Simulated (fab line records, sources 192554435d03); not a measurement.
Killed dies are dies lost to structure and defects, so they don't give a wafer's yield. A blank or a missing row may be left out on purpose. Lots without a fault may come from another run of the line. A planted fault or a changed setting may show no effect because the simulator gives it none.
Chamber matching | flow n5_finfet | N5_BEOL_M0_CUTY_ETCH_63 on rie_diel-06: 4 sister chambers
The step etches SOC in N2/H2, target depth 82.7 nm, overetch 16.5 nm, time 124 s. 14 wafers are shown with their chamber, then 7 later ones without.

WAFERS WITH THEIR CHAMBER
wafer  | chamber | showerhead_plenum_p_Torr (Torr) | rf_vpp_V (V) | oes_product_au (a.u.)
L075.2 | 3       | 2.45                            | 521.5        | 0.62
L075.3 | 1       | 2.66                            | 526.8        | 0.64
L075.4 | 0       | 2.61                            | 525.6        | 0.58
L079.1 | 2       | 2.69                            | 527.0        | 0.64
L079.4 | 3       | 2.45                            | 521.8        | 0.61
L079.6 | 1       | 2.65                            | 526.9        | 0.63
L080.1 | 3       | 2.45                            | 521.7        | 0.61
L080.2 | 2       | 2.69                            | 526.5        | 0.64
L080.3 | 1       | 2.65                            | 526.8        | 0.62
L084.1 | 2       | 2.69                            | 527.3        | 0.64
L084.2 | 3       | 2.45                            | 521.8        | 0.61
L084.4 | 0       | 2.61                            | 524.9        | 0.75
L091.1 | 0       | 2.60                            | 525.3        | 0.72
L091.3 | 2       | 2.68                            | 526.0        | 0.62

SIGNATURES (means of the wafers above)
reading                  | chamber 0 | chamber 1 | chamber 2 | chamber 3 | scatter within a chamber
showerhead_plenum_p_Torr | 2.6067    | 2.6533    | 2.6875    | 2.4500    | 0.00456
rf_vpp_V                 | 525.267   | 526.833   | 526.700   | 521.700   | 0.36
oes_product_au           | 0.6833    | 0.6300    | 0.6350    | 0.6125    | 0.0413
Rule: a wafer's distance from a chamber is the root of the sum, over the readings, of the square of ((its reading less the chamber's mean) divided by the reading's scatter). The wafer belongs to the nearest chamber; if the next one is less than 2 further off, it can't be placed. The scatter: the root of (the sum of the squares of (reading less its chamber's mean) over the shown wafers, divided by (wafers less chambers)).

WAFERS WITHOUT THEIR CHAMBER
wafer  | showerhead_plenum_p_Torr (Torr) | rf_vpp_V (V) | oes_product_au (a.u.)
L091.5 | 2.60                            | 524.3        | 0.71
L093.2 | 2.64                            | 526.8        | 0.61
L093.4 | 2.44                            | 520.2        | 0.59
L093.6 | 2.64                            | 524.8        | 0.60
L094.1 | 2.64                            | 527.5        | 0.61
L094.5 | 2.60                            | 524.4        | 0.72
L094.6 | 2.64                            | 524.8        | 0.60

WHICH CHAMBER EACH WENT THROUGH
wafer  | from the rows above     | in truth
L091.5 | 0                       | 0
L093.2 | 1                       | 1
L093.4 | 3                       | 3
L093.6 | can't be placed: 1 or 0 | 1
L094.1 | 1                       | 1
L094.5 | 0                       | 0
L094.6 | can't be placed: 1 or 0 | 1
Placed correctly: 5 of 7. Can't be placed from these rows: 2 (the true chamber is among the candidates in 2). Placed wrongly: 0.
